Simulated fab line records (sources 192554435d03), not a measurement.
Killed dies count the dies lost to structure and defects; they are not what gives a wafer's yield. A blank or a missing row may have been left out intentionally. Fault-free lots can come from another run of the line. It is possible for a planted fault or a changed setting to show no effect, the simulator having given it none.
8D (eight disciplines) problem report, filled in by code :: flow n5_finfet :: the parts of the form that need people (team, actions taken, sign-off) are left out

1. THE PROBLEM
A mean of 414.2 s is read at N5_BEOL_M4_CVD_47 for run_length_s, taken on 1 wafer of 1 lot, against 246.7 s (standard deviation 0.45) on wafers free of any fault. So: +99 or more standard deviations from the usual mean.
The step: deposits Co from CCTBA/H2, target thk 3 nm, time 223.8 s.
Seen first at day 12 20:27 on cvd_co-02, wafer L915.6. The record has a number at this step for 30 wafers belonging to 10 lots. By rule, "out" or "out of limits" means more than 4 standard deviations away from the usual mean. The rest of the wafers with a number are treated as sound.

2. WHAT IT IS AND WHAT IT IS NOT
question: which readings at this step
is: run_length_s
is not: -

question: which lots
is: L915
is not: L904, L905, L907, L909, L912, L924, L925, L926, L927

question: which wafers of those lots
is: L915.6
is not: L915.2, L915.3

question: read on which tools
is: cvd_co-02
is not: cvd_co-01

question: when
is: from day 12 20:27
is not: up to then (17 sound wafers); but 12 sound wafers of L924, L925, L926, L927 came after

3. SUSPECTS, AND WHAT RULES EACH OUT
Counting: any tool at a process step up to the reading remains a suspect provided it ran every lot that is out. Sound lots after the first of them don't rule it out here, since some wafers of a struck lot are sound.
- ald_sin-01 at N5_BEOL_M4_ALD_98 (deposits SiO2, target thk 2.5 nm, pulse time 1 s, co reactant pulse time 1 s): kept. The lot that is out, L915, ran on it at day 12 17:22; the last sound lot it ran before that was L907, at day 10 14:14.
- cvd_co-02 at N5_BEOL_M4_CVD_47 (deposits Co from CCTBA/H2, target thk 3 nm, time 223.8 s): kept. The lot that is out, L915, ran on it at day 12 20:27; the last sound lot it ran before that was L912, at day 11 14:05. On those wafers its own readings are out: run_length_s.
- In ald_sin-01 at N5_BEOL_M4_ALD_98, the wafers that are out were processed in chamber 1 and their sound lot-mates in chambers 2, 3.
Left after counting: ald_sin-01 at N5_BEOL_M4_ALD_98, cvd_co-02 at N5_BEOL_M4_CVD_47.

4. THE CAUSE (what the simulator had put in)
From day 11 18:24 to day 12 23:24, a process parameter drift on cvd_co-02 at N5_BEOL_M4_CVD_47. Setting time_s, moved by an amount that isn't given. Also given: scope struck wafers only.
After counting, 2 suspects remain, this tool included.

5. THE EFFECT CHAIN, in route order
Rows list readings where the struck wafers' mean (over those with a number) sits beyond 3 standard deviations from the usual. Readings are gone through only where the record gives a usual standard deviation; hours: the median, over the lots, of the time from a lot's start at the first step in this table giving one to that lot's start at this step; sigmas: the change measured in usual standard deviations.
hours: 0
step: N5_BEOL_M4_CVD_47
reading: run_length_s
usual: 246.7 s
on struck wafers: 414.2
change: +167.5
sigmas: +99 or more
The process steps in it:
- N5_BEOL_M4_CVD_47: deposits Co from CCTBA/H2, target thk 3 nm, time 223.8 s.
Later steps that measure or inspect, where all struck wafers having a row at the step show a number for every such reading and not one has moved that far: N5_BEOL_M4_RC_MEAS_101.

6. WHAT WOULD HAVE CAUGHT IT SOONER
26 hours passed between the start of the fault at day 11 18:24 and the first reading out of limits in this record, taken at day 12 20:27.
